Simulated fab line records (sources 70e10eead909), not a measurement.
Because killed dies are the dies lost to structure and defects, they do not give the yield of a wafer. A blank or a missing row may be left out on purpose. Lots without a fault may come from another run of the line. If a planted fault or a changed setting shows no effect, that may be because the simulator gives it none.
fab line records	flow nand-harc
[record] lots = 24	wafers = 72	last-day = 24
route steps=1159 shown A_STAIRCASE@553
lots that met no fault: from a run of the same line without faults
start-h: hours from the record's opening day to when the first of the lot's shown wafers began	wait-h: time in hours since the lot's previous step	" the same as in the row above	L1.1+2: a row that stands for several wafers	- either no value or no given start	* or withheld: withheld	< > ~ a bound
route shown NAME@n: a module of which the file shows steps, and the number in the route of the first	usual: the fault-free wafers' mean and standard deviation	same: alike in all rows	chamber/n: place in a boat	sites: per-site readings	_std_site: standard deviation of those values	_edge_site: mean of outer sites minus mean of inner sites	radius-mm: for every site, how far away it sits from the centre of the wafer	mask NAME#n: copy n	behind: the last tool/chamber to shape the wafer	hold: what put the lot on hold/how long, in hours/how the hold closed	device: whichever transistor did not switch (one of n, p or np)	end of line: the same wafers' tests at the end of the route	a step with no rows: only its recipe	killed: dies lost to structure and defects at the first sort, not the wafer's yield	map: shows each die of a wafer: x if killed, . if not, _ if none is there
set.NAME: the setting the step ran with; set.NAME@STEP: the setting that earlier step ran with	model.NAME: the simulator's own value behind a step, which no gauge read
steps of the route over a sample of lots; a table a step, a row a wafer
services: from which hour (start-h, from the record's first day; less than 0 if before it) a tool's chamber was out of use, for how many hours, and why
[[steps]]
[step NHARC_A_STAIRCASE_ETCH_17]
[recipe] target-depth-a = 1000	time-s = 40.5	ion-energy-ev = 400	c4f8-flow-sccm = 20	o2-flow-sccm = 10	ar-flow-sccm = withheld	rf-w = 600	bias-w = 1000	chemistry = C4F8/O2
[usual] oes-product-au = 0.940/0.014	rf-vpp-V = 894/4.4
lot.wafer	tool	chamber	start-h	wait-h	oes-product-au	rf-hours-counter-h	rf-vpp-V
L074.1	rie-diel-02	0	-	-	0.933	23	892
L074.3	"	1	"	"	0.928	18	887
L074.5	"	0	"	"	0.939	-	894
L075.3	rie-diel-03	3	-	-	0.931	10	895
L075.2	"	0	"	"	0.940	9	895
L075.1	"	1	"	"	0.949	8	898
L076.2	rie-diel-02	3	-	-	0.928	37	894
L076.3	"	2	"	"	0.935	38	892
L076.6	"	3	"	"	0.939	-	894
L077.3	rie-diel-03	3	-	-	0.945	13	895
L077.1	"	0	"	"	0.951	12	894
L077.2	"	1	"	"	0.963	10	898
L078.4	rie-diel-12	2	-	-	0.932	15	903
L078.1	"	3	"	"	0.964	14	898
L078.6	"	2	"	"	0.925	-	902
L079.3	rie-diel-12	2	-	-	0.911	21	903
L079.4	"	3	"	"	0.939	18	900
L079.6	"	2	"	"	0.909	-	902
L080.1	rie-diel-02	3	-	-	0.957	43	895
L080.4	"	2	"	"	0.946	43	892
L080.5	"	3	"	"	0.948	-	893
L082.2	rie-diel-02	2	-	-	0.936	45	892
L082.5	"	1	"	"	0.938	-	887
L082.6	"	2	"	"	0.941	-	893
L081.2	rie-diel-12	0	-	-	0.931	26	898
L081.4	"	1	"	"	0.942	27	891
L081.1	"	3	"	"	0.946	24	899
L084.4	rie-diel-02	2	-	-	0.929	52	891
L084.3	"	0	"	"	0.952	54	890
L084.5	"	3	"	"	0.946	-	894
L085.2	rie-diel-12	1	-	-	0.935	32	893
L085.3	"	3	"	"	0.948	28	898
L085.6	"	0	"	"	0.928	-	899
L087.1	rie-diel-02	3	-	-	0.956	52	894
L087.5	"	0	"	"	0.951	-	892
L087.6	"	1	"	"	0.953	-	888
L086.3	rie-diel-02	1	-	-	0.951	50	888
L086.2	"	3	"	"	0.942	52	893
L086.5	"	0	"	"	0.943	-	893
L083.4	rie-diel-02	3	-	-	0.949	53	893
L083.6	"	3	"	"	0.937	-	893
L083.5	"	0	"	"	0.953	-	891
L089.1	rie-diel-02	0	-	-	0.941	62	892
L089.4	"	1	"	"	0.936	55	888
L089.3	"	2	"	"	0.942	60	891
L088.1	rie-diel-12	0	-	-	0.916	41	898
L088.2	"	1	"	"	0.938	41	892
L088.4	"	2	"	"	0.927	39	904
L090.4	rie-diel-02	2	-	-	0.941	1	891
L090.6	"	3	"	"	0.963	-	892
L090.5	"	0	"	"	0.942	-	891
L092.4	rie-diel-02	3	-	-	0.965	2	894
L092.5	"	2	"	"	0.941	-	891
L092.6	"	3	"	"	0.965	-	892
L093.1	rie-diel-12	2	-	-	0.925	48	901
L093.2	"	3	"	"	0.939	44	900
L093.3	"	0	"	"	0.923	51	899
L091.4	rie-diel-02	2	-	-	0.922	4	894
L091.2	"	3	"	"	0.964	3	892
L091.5	"	0	"	"	0.952	-	890
L094.2	rie-diel-12	0	-	-	0.932	52	900
L094.1	"	2	"	"	0.925	49	902
L094.3	"	3	"	"	0.951	45	899
L095.4	rie-diel-12	3	-	-	0.948	54	897
L095.3	"	1	"	"	0.937	58	890
L095.6	"	3	"	"	0.933	-	899
L097.4	rie-diel-12	1	-	-	0.952	59	891
L097.1	"	3	"	"	0.951	54	896
L097.5	"	2	"	"	0.926	-	900
L096.1	rie-diel-02	2	-	-	0.939	12	891
L096.4	"	0	"	"	0.955	11	891
L096.6	"	2	"	"	0.938	-	891
[step NHARC_A_STAIRCASE_ETCH_19]
[recipe] target-depth-a = 1000	time-s = 40.5	ion-energy-ev = 400	c4f8-flow-sccm = 20	o2-flow-sccm = 10	ar-flow-sccm = withheld	rf-w = 600	bias-w = 1000	chemistry = C4F8/O2
[usual] oes-product-au = 0.940/0.013	rf-vpp-V = 894/4.3
lot.wafer	tool	chamber	start-h	wait-h	oes-product-au	rf-hours-counter-h	rf-vpp-V
L074.1	rie-diel-02	0	-	-	0.941	23	892
L074.3	"	2	"	"	0.945	23	893
L074.5	"	0	"	"	0.937	-	892
L075.1	rie-diel-03	1	-	-	0.932	8	899
L075.3	"	2	"	"	0.949	9	900
L075.2	"	3	"	"	0.944	10	895
L077.3	rie-diel-03	3	-	-	0.946	13	894
L077.2	"	0	"	"	0.950	12	896
L077.1	"	1	"	"	0.941	10	899
L076.2	rie-diel-02	0	-	-	0.929	38	894
L076.3	"	2	"	"	0.935	38	892
L076.6	"	0	"	"	0.935	-	892
L078.1	rie-diel-12	3	-	-	0.945	15	898
L078.4	"	1	"	"	0.942	16	891
L078.6	"	3	"	"	0.950	-	898
L079.4	rie-diel-12	0	-	-	0.916	20	900
L079.3	"	1	"	"	0.946	21	890
L079.6	"	1	"	"	0.933	-	891
L080.1	rie-diel-02	0	-	-	0.970	44	890
L080.4	"	2	"	"	0.942	43	892
L080.5	"	0	"	"	0.958	-	891
L082.2	rie-diel-02	0	-	-	0.940	46	891
L082.6	"	0	"	"	0.945	-	891
L082.5	"	1	"	"	0.952	-	889
L081.1	rie-diel-12	2	-	-	0.925	26	902
L081.2	"	3	"	"	0.940	24	898
L081.4	"	1	"	"	0.943	27	892
L084.4	rie-diel-02	0	-	-	0.949	54	890
L084.3	"	2	"	"	0.949	52	891
L084.5	"	3	"	"	0.954	-	894
L085.3	rie-diel-12	2	-	-	0.915	30	902
L085.2	"	0	"	"	0.926	31	899
L085.6	"	2	"	"	0.921	-	902
L087.1	rie-diel-02	1	-	-	0.949	49	890
L087.5	"	2	"	"	0.923	-	891
L087.6	"	3	"	"	0.946	-	894
L086.3	rie-diel-02	1	-	-	0.952	50	888
L086.2	"	2	"	"	0.939	54	893
L086.5	"	3	"	"	0.946	-	891
L083.4	rie-diel-02	1	-	-	0.940	51	887
L083.5	"	3	"	"	0.949	-	894
L083.6	"	0	"	"	0.958	-	894
L089.1	rie-diel-02	2	-	-	0.917	60	892
L089.3	"	3	"	"	0.944	59	894
L089.4	"	1	"	"	0.942	55	886
L088.1	rie-diel-12	0	-	-	0.930	41	899
L088.4	"	1	"	"	0.937	41	892
L088.2	"	3	"	"	0.929	36	896
L090.4	rie-diel-02	2	-	-	0.940	1	892
L090.5	"	0	"	"	0.960	-	890
L090.6	"	1	"	"	0.941	-	887
L092.4	rie-diel-02	1	-	-	0.936	2	888
L092.5	"	1	"	"	0.941	-	887
L092.6	"	2	"	"	0.949	-	890
L093.1	rie-diel-12	3	-	-	0.950	45	897
L093.3	"	0	"	"	0.926	51	897
L093.2	"	2	"	"	0.916	48	903
L091.4	rie-diel-02	3	-	-	0.958	3	894
L091.2	"	0	"	"	0.952	3	890
L091.5	"	0	"	"	0.960	-	890
L094.2	rie-diel-12	0	-	-	0.931	52	899
L094.3	"	1	"	"	0.949	52	891
L094.1	"	3	"	"	0.948	46	898
L095.4	rie-diel-12	1	-	-	0.951	59	890
L095.3	"	0	"	"	0.927	59	898
L095.6	"	2	"	"	0.920	-	900
L097.4	rie-diel-12	0	-	-	0.912	59	898
L097.1	"	2	"	"	0.916	57	901
L097.5	"	3	"	"	0.937	-	897
L096.4	rie-diel-02	1	-	-	0.929	12	888
L096.1	"	3	"	"	0.964	12	894
L096.6	"	0	"	"	0.941	-	891
[step NHARC_A_STAIRCASE_TRIM_187]
[recipe] time-s = 211.2	o2-flow-sccm = 500	ar-flow-sccm = 0	bias-w = 0	chemistry = O2
[usual] drypump-motor-current-A = 5.6/0.4	oes-product-au = 1.002/0.014	rf-vpp-V = 57.7/0.96	showerhead-plenum-p-Torr = 3.48/0.11	throttle-valve-pct = 17.035/0.0085
lot.wafer	tool	chamber	start-h	wait-h	drypump-motor-current-A	oes-product-au	rf-hours-counter-h	rf-vpp-V	showerhead-plenum-p-Torr	throttle-valve-pct
L074.3	rie-diel-12	3	219.84	0.1	5.3	1.008	2	58.5	3.61	17.046
L074.1	"	1	"	"	5.9	0.994	2	57.1	3.42	17.036
L074.5	"	2	"	"	6.1	0.992	-	55.9	3.71	17.045
L075.3	rie-diel-02	2	248.73	0.1	5.4	0.996	36	58.2	3.42	17.046
L075.2	"	3	"	"	5.2	0.999	35	58.7	3.48	17.035
L075.1	"	0	"	"	5.9	1.002	36	59.9	3.40	17.022
L077.3	rie-diel-02	2	259.21	0.1	5.3	1.004	39	56.7	3.42	17.027
L077.2	"	3	"	"	5.2	1.014	38	58.7	3.48	17.037
L077.1	"	1	"	"	6.0	0.997	34	57.5	3.31	17.037
L076.3	rie-diel-02	2	259.42	0.1	5.3	1.006	39	57.5	3.42	17.027
L076.2	"	3	"	"	5.2	1.009	38	57.7	3.48	17.024
L076.6	"	0	"	"	5.9	1.007	-	56.8	3.40	17.045
L078.1	rie-diel-03	0	260.63	0.1	5.1	1.005	13	58.5	3.51	17.049
L078.4	"	1	"	"	4.9	1.003	12	57.6	3.60	17.036
L078.6	"	3	"	"	6.0	1.014	-	57.7	3.50	17.022
L079.3	rie-diel-03	3	268.41	0.1	6.1	1.009	19	58.3	3.50	17.025
L079.4	"	0	"	"	5.1	1.019	17	58.0	3.51	17.030
L079.6	"	2	"	"	5.2	1.022	-	59.3	3.64	17.035
L080.4	rie-diel-02	0	273.52	0.1	5.8	0.998	45	57.4	3.40	17.045
L080.1	"	1	"	"	6.0	0.991	40	57.4	3.31	17.038
L080.5	"	0	"	"	5.8	0.989	-	58.0	3.40	17.038
L082.2	rie-diel-03	1	277.88	0.1	4.9	0.981	19	57.0	3.60	17.026
L082.6	"	3	"	"	6.0	1.001	-	58.0	3.50	17.034
L082.5	"	0	"	"	5.1	0.999	-	57.0	3.51	17.039
L081.4	rie-diel-03	3	288.98	0.1	6.1	1.007	27	57.2	3.49	17.046
L081.1	"	0	"	"	5.1	0.996	24	57.9	3.51	17.040
L081.2	"	1	"	"	4.9	0.997	23	57.8	3.59	17.043
L084.4	rie-diel-03	2	301.55	0.1	5.2	1.001	31	57.4	3.63	17.037
L084.3	"	3	"	"	6.0	1.025	31	58.3	3.49	17.029
L084.5	"	2	"	"	5.2	1.004	-	58.2	3.63	17.039
L085.3	rie-diel-12	2	301.89	0.1	6.1	0.973	31	58.2	3.70	17.036
L085.2	"	0	"	"	5.6	0.976	31	59.1	3.61	17.022
L085.6	"	1	"	"	5.9	0.981	-	57.1	3.40	17.037
L087.1	rie-diel-03	0	308.56	0.1	5.1	1.003	30	57.6	3.50	17.050
L087.6	"	3	"	"	6.1	1.019	-	57.4	3.49	17.047
L087.5	"	0	"	"	5.1	1.001	-	58.0	3.50	17.051
L086.2	rie-diel-02	0	309.28	0.1	5.8	1.017	57	58.2	3.39	17.042
L086.3	"	2	"	"	5.4	0.994	55	57.4	3.41	17.026
L086.5	"	3	"	"	5.2	1.010	-	58.8	3.47	17.040
L083.4	rie-diel-02	1	312.28	0.1	6.0	0.987	52	57.0	3.30	17.042
L083.5	"	1	"	"	6.0	1.003	-	56.8	3.30	17.042
L083.6	"	2	"	"	5.3	0.990	-	58.6	3.41	17.037
L089.1	rie-diel-03	3	325.17	0.1	6.1	1.024	40	58.7	3.49	17.039
L089.4	"	0	"	"	5.1	1.006	37	58.4	3.50	17.037
L089.3	"	2	"	"	5.2	1.003	40	56.7	3.62	17.018
L088.4	rie-diel-12	2	325.83	0.1	6.1	0.968	40	58.4	3.69	17.054
L088.1	"	0	"	"	5.6	0.967	42	58.4	3.60	17.053
L088.2	"	1	"	"	5.9	0.991	42	56.4	3.40	17.033
L090.4	rie-diel-03	2	345.47	0.1	5.2	1.008	47	58.2	3.62	17.033
L090.5	"	2	"	"	5.2	1.006	-	57.6	3.62	17.044
L090.6	"	3	"	"	6.1	1.024	-	56.6	3.48	17.034
L092.4	rie-diel-02	1	348.27	0.1	6.0	0.993	4	57.4	3.30	17.029
L092.5	"	3	"	"	5.2	1.022	-	56.8	3.46	17.042
L092.6	"	0	"	"	5.9	1.010	-	57.6	3.39	17.028
L093.2	rie-diel-02	0	351.31	0.1	5.8	1.016	4	57.2	3.39	17.040
L093.3	"	1	"	"	6.0	0.990	5	55.3	3.29	17.030
L093.1	"	2	"	"	5.4	0.997	5	57.4	3.40	17.039
L091.2	rie-diel-03	2	351.71	0.1	5.2	1.004	50	58.1	3.62	17.049
L091.4	"	1	"	"	4.9	1.000	44	58.4	3.58	17.047
L091.5	"	2	"	"	5.2	1.004	-	59.4	3.62	17.029
L094.3	rie-diel-02	1	355.57	0.1	6.0	0.991	6	55.6	3.29	17.036
L094.1	"	3	"	"	5.2	1.033	5	57.2	3.46	17.026
L094.2	"	0	"	"	5.9	1.013	6	57.8	3.39	17.054
L095.3	rie-diel-02	3	375.69	0.1	5.2	1.030	12	56.5	3.46	17.028
L095.4	"	1	"	"	6.0	0.985	12	57.0	3.29	17.030
L095.6	"	0	"	"	5.9	1.017	-	57.0	3.38	17.039
L097.1	rie-diel-02	2	376.03	0.1	5.3	0.990	13	56.0	3.40	17.032
L097.4	"	3	"	"	5.2	1.038	12	59.3	3.46	17.028
L097.5	"	2	"	"	5.4	0.987	-	58.4	3.40	17.046
L096.4	rie-diel-12	1	378.80	0.1	5.9	1.009	61	57.9	3.39	17.041
L096.1	"	3	"	"	5.3	1.014	57	55.5	3.58	17.027
L096.6	"	2	"	"	6.1	0.972	-	58.4	3.68	17.042
[step NHARC_A_STAIRCASE_DESCUM_219]
[recipe] time-s = 3	o2-flow-sccm = 200	ar-flow-sccm = 0	bias-power-w = 0	chemistry = O2
[usual] drypump-motor-current-A = 5.5/0.42	oes-product-au = 1.003/0.013	rf-vpp-V = 57.8/0.87	showerhead-plenum-p-Torr = 1.90/0.058	throttle-valve-pct = 11.311/0.0098
lot.wafer	tool	chamber	start-h	wait-h	drypump-motor-current-A	oes-product-au	rf-hours-counter-h	rf-vpp-V	showerhead-plenum-p-Torr	throttle-valve-pct
L074.1	rie-diel-02	0	223.74	-	5.8	0.998	26	57.1	1.84	11.308
L074.3	"	2	"	"	5.4	1.001	26	59.0	1.85	11.313
L074.5	"	1	"	"	6.0	0.995	-	57.1	1.79	11.316
L075.2	rie-diel-03	3	252.28	-	6.0	1.014	12	57.5	1.90	11.315
L075.1	"	0	"	"	5.1	1.017	10	58.1	1.90	11.317
L075.3	"	1	"	"	4.9	1.005	9	58.6	1.96	11.299
L077.3	rie-diel-02	1	263.04	-	6.0	0.991	36	56.9	1.79	11.304
L077.2	"	2	"	"	5.3	0.988	41	59.5	1.85	11.327
L077.1	"	3	"	"	5.2	0.997	40	57.7	1.88	11.314
L076.3	rie-diel-03	0	264.73	-	5.1	1.000	15	58.2	1.90	11.303
L076.2	"	1	"	"	4.9	0.995	15	57.7	1.95	11.308
L076.6	"	3	"	"	6.0	1.006	-	56.6	1.90	11.298
L078.1	rie-diel-03	2	265.89	-	5.2	1.006	18	57.8	1.98	11.318
L078.4	"	1	"	"	4.9	1.004	15	58.4	1.95	11.315
L078.6	"	3	"	"	6.1	1.015	-	57.1	1.90	11.306
L079.3	rie-diel-02	1	271.92	-	6.0	1.005	39	57.6	1.78	11.323
L079.4	"	3	"	"	5.2	1.005	44	58.2	1.88	11.314
L079.6	"	0	"	"	5.8	1.011	-	58.1	1.84	11.312
L080.4	rie-diel-02	1	277.12	-	6.0	1.003	41	57.7	1.78	11.316
L080.1	"	2	"	"	5.3	0.999	46	57.4	1.85	11.308
L080.5	"	0	"	"	5.8	1.000	-	57.9	1.84	11.319
L082.2	rie-diel-03	0	282.47	-	5.1	1.005	21	57.4	1.90	11.318
L082.5	"	2	"	"	5.2	1.009	-	57.8	1.97	11.339
L082.6	"	3	"	"	6.0	1.015	-	58.0	1.89	11.318
L081.4	rie-diel-03	2	292.65	-	5.2	1.007	29	59.9	1.97	11.327
L081.2	"	0	"	"	5.1	1.014	25	58.6	1.90	11.322
L081.1	"	1	"	"	4.9	0.985	25	59.0	1.95	11.325
L084.4	rie-diel-12	3	305.19	-	5.3	0.995	30	57.2	1.95	11.311
L084.3	"	0	"	"	5.6	0.978	33	58.4	1.96	11.301
L084.5	"	0	"	"	5.6	0.975	-	57.6	1.96	11.308
L085.3	rie-diel-12	3	305.92	-	5.3	0.998	31	57.1	1.95	11.308
L085.2	"	2	"	"	6.1	0.977	32	57.5	2.01	11.320
L085.6	"	3	"	"	5.3	0.998	-	56.2	1.95	11.320
L087.1	rie-diel-12	2	312.02	-	6.1	0.976	34	56.7	2.01	11.309
L087.6	"	2	"	"	6.1	0.974	-	58.4	2.01	11.317
L087.5	"	3	"	"	5.3	0.993	-	58.2	1.95	11.317
L086.3	rie-diel-02	2	312.96	-	5.3	0.999	57	57.3	1.84	11.301
L086.2	"	0	"	"	5.8	1.004	58	58.0	1.83	11.302
L086.5	"	2	"	"	5.3	0.992	-	57.1	1.84	11.312
L083.4	rie-diel-12	3	315.95	-	5.3	0.990	35	60.0	1.95	11.309
L083.5	"	3	"	"	5.3	0.991	-	59.0	1.95	11.305
L083.6	"	0	"	"	5.6	0.980	-	57.1	1.96	11.303
L089.4	rie-diel-03	0	329.24	-	5.1	1.007	39	57.0	1.90	11.293
L089.1	"	1	"	"	4.9	1.003	39	59.3	1.95	11.297
L089.3	"	3	"	"	6.0	1.024	42	58.2	1.89	11.314
L088.1	rie-diel-03	1	329.81	-	4.9	1.000	39	59.1	1.95	11.301
L088.4	"	2	"	"	5.2	1.015	42	57.1	1.97	11.310
L088.2	"	0	"	"	5.1	1.015	39	57.6	1.90	11.308
L090.4	rie-diel-03	2	349.16	-	5.2	1.012	49	56.0	1.97	11.305
L090.6	"	1	"	"	4.9	1.004	-	59.0	1.95	11.291
L090.5	"	2	"	"	5.2	1.007	-	57.2	1.97	11.301
L092.4	rie-diel-03	1	351.95	-	4.9	1.003	44	58.4	1.94	11.313
L092.5	"	3	"	"	6.0	1.022	-	59.5	1.89	11.314
L092.6	"	0	"	"	5.1	1.011	-	58.9	1.89	11.307
L093.1	rie-diel-02	0	355.07	-	5.8	1.015	5	55.8	1.83	11.320
L093.3	"	2	"	"	5.3	0.985	6	58.1	1.84	11.321
L093.2	"	3	"	"	5.2	1.033	5	58.5	1.87	11.305
L091.2	rie-diel-03	0	355.48	-	5.1	0.998	48	57.0	1.89	11.313
L091.4	"	3	"	"	6.0	1.026	51	57.3	1.89	11.313
L091.5	"	0	"	"	5.1	1.011	-	57.1	1.89	11.312
L094.2	rie-diel-03	3	360.68	-	6.0	1.020	53	57.3	1.89	11.316
L094.1	"	0	"	"	5.1	0.999	50	58.1	1.89	11.309
L094.3	"	2	"	"	5.2	1.004	53	56.8	1.97	11.315
L095.3	rie-diel-02	0	379.55	-	5.8	1.013	13	58.3	1.83	11.295
L095.4	"	1	"	"	6.0	0.991	13	57.4	1.78	11.320
L095.6	"	0	"	"	5.8	1.010	-	56.4	1.83	11.303
L097.1	rie-diel-03	3	379.72	-	6.1	1.014	62	57.5	1.88	11.317
L097.4	"	1	"	"	4.9	0.991	56	57.4	1.94	11.316
L097.5	"	2	"	"	5.2	1.000	-	58.0	1.96	11.322
L096.4	rie-diel-03	0	382.83	-	5.1	1.008	62	58.4	1.89	11.313
L096.1	"	2	"	"	5.2	1.002	62	57.3	1.96	11.319
L096.6	"	1	"	"	4.9	1.006	-	58.7	1.94	11.307
[step NHARC_A_STAIRCASE_ETCH_223]
[recipe] target-depth-a = 1000	time-s = 40.5	ion-energy-ev = 400	c4f8-flow-sccm = 20	o2-flow-sccm = 10	ar-flow-sccm = withheld	rf-w = 600	bias-w = 1000	chemistry = C4F8/O2
[usual] oes-product-au = 0.942/0.013	rf-vpp-V = 895/3.8
lot.wafer	tool	chamber	start-h	wait-h	oes-product-au	rf-hours-counter-h	rf-vpp-V
L074.1	rie-diel-02	1	-	-	0.938	22	887
L074.3	"	2	"	"	0.935	27	893
L074.5	"	0	"	"	0.951	-	892
L075.3	rie-diel-03	2	-	-	0.947	11	901
L075.2	"	3	"	"	0.949	12	894
L075.1	"	1	"	"	0.932	9	898
L077.1	rie-diel-02	2	-	-	0.956	41	892
L077.2	"	0	"	"	0.943	41	889
L077.3	"	1	"	"	0.933	36	889
L076.3	rie-diel-03	1	-	-	0.957	15	899
L076.2	"	0	"	"	0.953	15	894
L076.6	"	1	"	"	0.961	-	899
L078.4	rie-diel-03	1	-	-	0.933	16	898
L078.1	"	3	"	"	0.944	18	894
L078.6	"	1	"	"	0.934	-	900
L079.4	rie-diel-02	3	-	-	0.963	44	894
L079.3	"	2	"	"	0.949	44	892
L079.6	"	3	"	"	0.947	-	894
L080.1	rie-diel-02	1	-	-	0.946	41	888
L080.4	"	2	"	"	0.948	46	891
L080.5	"	2	"	"	0.937	-	892
L082.2	rie-diel-03	2	-	-	0.940	25	900
L082.6	"	0	"	"	0.946	-	895
L082.5	"	1	"	"	0.924	-	899
L081.1	rie-diel-03	3	-	-	0.944	29	895
L081.4	"	0	"	"	0.938	25	896
L081.2	"	2	"	"	0.952	29	899
L084.3	rie-diel-12	0	-	-	0.909	33	898
L084.4	"	2	"	"	0.913	32	903
L084.5	"	3	"	"	0.948	-	898
L085.3	rie-diel-12	1	-	-	0.923	34	891
L085.2	"	2	"	"	0.925	33	902
L085.6	"	0	"	"	0.905	-	899
L087.1	rie-diel-12	2	-	-	0.932	35	902
L087.5	"	2	"	"	0.937	-	901
L087.6	"	3	"	"	0.944	-	896
L086.3	rie-diel-02	2	-	-	0.918	57	892
L086.2	"	0	"	"	0.942	58	891
L086.5	"	2	"	"	0.924	-	893
L083.4	rie-diel-12	3	-	-	0.935	35	898
L083.6	"	3	"	"	0.928	-	899
L083.5	"	0	"	"	0.922	-	898
L089.1	rie-diel-03	0	-	-	0.966	39	896
L089.4	"	1	"	"	0.949	39	899
L089.3	"	3	"	"	0.967	42	895
L088.4	rie-diel-03	2	-	-	0.944	42	899
L088.2	"	3	"	"	0.969	42	894
L088.1	"	1	"	"	0.932	39	898
L090.4	rie-diel-03	1	-	-	0.938	43	899
L090.6	"	2	"	"	0.943	-	901
L090.5	"	3	"	"	0.949	-	892
L092.4	rie-diel-03	1	-	-	0.938	44	897
L092.5	"	2	"	"	0.954	-	901
L092.6	"	3	"	"	0.961	-	895
L093.2	rie-diel-02	1	-	-	0.925	6	888
L093.1	"	3	"	"	0.967	5	894
L093.3	"	0	"	"	0.954	6	891
L091.2	rie-diel-03	1	-	-	0.919	46	898
L091.4	"	2	"	"	0.938	52	899
L091.5	"	3	"	"	0.944	-	892
L094.3	rie-diel-03	1	-	-	0.933	48	899
L094.2	"	2	"	"	0.944	53	898
L094.1	"	3	"	"	0.953	53	894
L095.3	rie-diel-02	3	-	-	0.980	14	894
L095.4	"	0	"	"	0.952	13	891
L095.6	"	3	"	"	0.971	-	895
L097.1	rie-diel-03	0	-	-	0.951	61	894
L097.4	"	3	"	"	0.950	63	895
L097.5	"	0	"	"	0.942	-	896
L096.4	rie-diel-03	0	-	-	0.938	63	894
L096.1	"	1	"	"	0.934	58	898
L096.6	"	0	"	"	0.938	-	893
[step NHARC_A_STAIRCASE_STRIP_238]
[recipe] power-w = 1500	temp-c = 250	chemistry = O2
[usual] drypump-motor-current-A = 5.3/0.42	heater-power-w = 342/19
lot.wafer	tool	chamber	start-h	wait-h	drypump-motor-current-A	heater-power-w	rf-hours-counter-h
L074.1	plasma-asher-02	1	227.36	0.2	5.7	325	12
L074.3	"	1	"	"	5.7	329	-
L074.5	"	1	"	"	5.7	326	-
L075.1	plasma-asher-02	1	254.79	0.1	5.8	323	21
L075.2	"	0	"	"	4.8	368	21
L075.3	"	1	"	"	5.8	325	-
L077.2	plasma-asher-02	0	265.21	0.1	4.8	351	24
L077.1	"	1	"	"	5.8	320	24
L077.3	"	1	"	"	5.8	327	-
L076.2	plasma-asher-02	1	267.27	0.1	5.8	329	26
L076.3	"	0	"	"	4.8	365	-
L076.6	"	1	"	"	5.8	321	-
L078.1	plasma-asher-02	0	268.27	0.1	4.8	367	26
L078.4	"	0	"	"	4.8	366	-
L078.6	"	0	"	"	4.8	368	-
L079.4	plasma-asher-01	0	274.29	0.2	5.7	355	-
L079.3	"	1	"	"	5.2	329	-
L079.6	"	1	"	"	5.2	333	-
L080.1	plasma-asher-02	0	279.33	0.1	4.8	366	31
L080.4	"	1	"	"	5.8	325	-
L080.5	"	0	"	"	4.8	369	-
L082.2	plasma-asher-01	0	285.63	0.1	5.7	347	0
L082.5	"	1	"	"	5.2	319	-
L082.6	"	0	"	"	5.7	333	-
L081.1	plasma-asher-02	0	295.00	0.1	4.8	364	37
L081.2	"	1	"	"	5.7	321	37
L081.4	"	0	"	"	4.8	374	-
L084.4	plasma-asher-01	0	307.82	0.2	5.7	341	-
L084.3	"	1	"	"	5.2	323	-
L084.5	"	0	"	"	5.7	338	-
L085.2	plasma-asher-01	0	308.47	0.1	5.6	343	7
L085.3	"	1	"	"	5.2	332	-
L085.6	"	0	"	"	5.7	342	-
L087.1	plasma-asher-02	0	314.38	0.1	4.8	365	44
L087.6	"	0	"	"	4.8	365	-
L087.5	"	1	"	"	5.7	321	-
L086.2	plasma-asher-02	1	315.35	0.1	5.8	316	44
L086.3	"	0	"	"	4.8	369	-
L086.5	"	1	"	"	5.8	320	-
L083.4	plasma-asher-01	0	318.33	0.2	5.7	330	-
L083.5	"	0	"	"	5.7	355	-
L083.6	"	1	"	"	5.2	329	-
L089.1	plasma-asher-02	0	331.61	0.1	4.8	368	50
L089.4	"	0	"	"	4.8	364	-
L089.3	"	1	"	"	5.8	313	-
L088.2	plasma-asher-02	1	332.22	0.1	5.8	337	50
L088.1	"	0	"	"	4.8	377	50
L088.4	"	0	"	"	4.8	363	-
L090.4	plasma-asher-02	1	351.50	0.2	5.7	316	-
L090.6	"	1	"	"	5.7	323	-
L090.5	"	0	"	"	4.8	374	-
L092.4	plasma-asher-02	0	354.33	0.2	4.8	362	-
L092.5	"	0	"	"	4.8	369	-
L092.6	"	1	"	"	5.8	328	-
L093.2	plasma-asher-02	1	357.43	0.1	5.7	321	58
L093.1	"	0	"	"	4.8	371	58
L093.3	"	0	"	"	4.8	370	-
L091.2	plasma-asher-01	0	358.66	0.1	5.7	345	24
L091.4	"	0	"	"	5.6	341	-
L091.5	"	0	"	"	5.6	337	-
L094.1	plasma-asher-01	1	363.09	0.3	5.2	326	26
L094.2	"	0	"	"	5.6	338	26
L094.3	"	1	"	"	5.2	318	-
L097.1	plasma-asher-02	0	382.35	0.2	4.8	344	4
L097.4	"	1	"	"	5.7	338	-
L097.5	"	1	"	"	5.7	342	-
L095.3	plasma-asher-01	1	382.65	0.5	5.2	329	-
L095.4	"	0	"	"	5.7	342	-
L095.6	"	0	"	"	5.6	344	-
L096.1	plasma-asher-02	1	387.91	0.3	5.7	340	7
L096.4	"	1	"	"	5.8	336	-
L096.6	"	0	"	"	4.8	346	-
[[services]]
tool	chamber	start-h	hours	kind
rie-diel-12	-	197.12	5.7	repair
rie-diel-12	-	202.83	9.0	pm
rie-diel-02	0	208.86	-	clean
rie-diel-02	1	208.86	-	clean
rie-diel-02	2	208.86	-	clean
rie-diel-02	3	208.86	-	clean
rie-diel-03	-	215.38	9.0	pm
rie-diel-02	0	233.36	-	clean
rie-diel-02	1	233.36	-	clean
rie-diel-02	2	233.36	-	clean
rie-diel-02	3	233.36	-	clean
rie-diel-02	0	257.86	-	clean
rie-diel-02	1	257.86	-	clean
rie-diel-02	2	257.86	-	clean
rie-diel-02	3	257.86	-	clean
plasma-asher-01	-	276.29	9.0	pm
rie-diel-02	3	287.61	5.5	repair
rie-diel-12	3	319.36	2.0	repair
rie-diel-02	-	327.86	9.0	pm
rie-diel-03	1	332.84	6.5	repair
rie-diel-12	1	337.97	1.2	repair
plasma-asher-02	-	360.00	9.0	pm
rie-diel-12	-	379.86	9.0	pm
rie-diel-02	0	383.46	2.1	repair
[[key]]
fault none
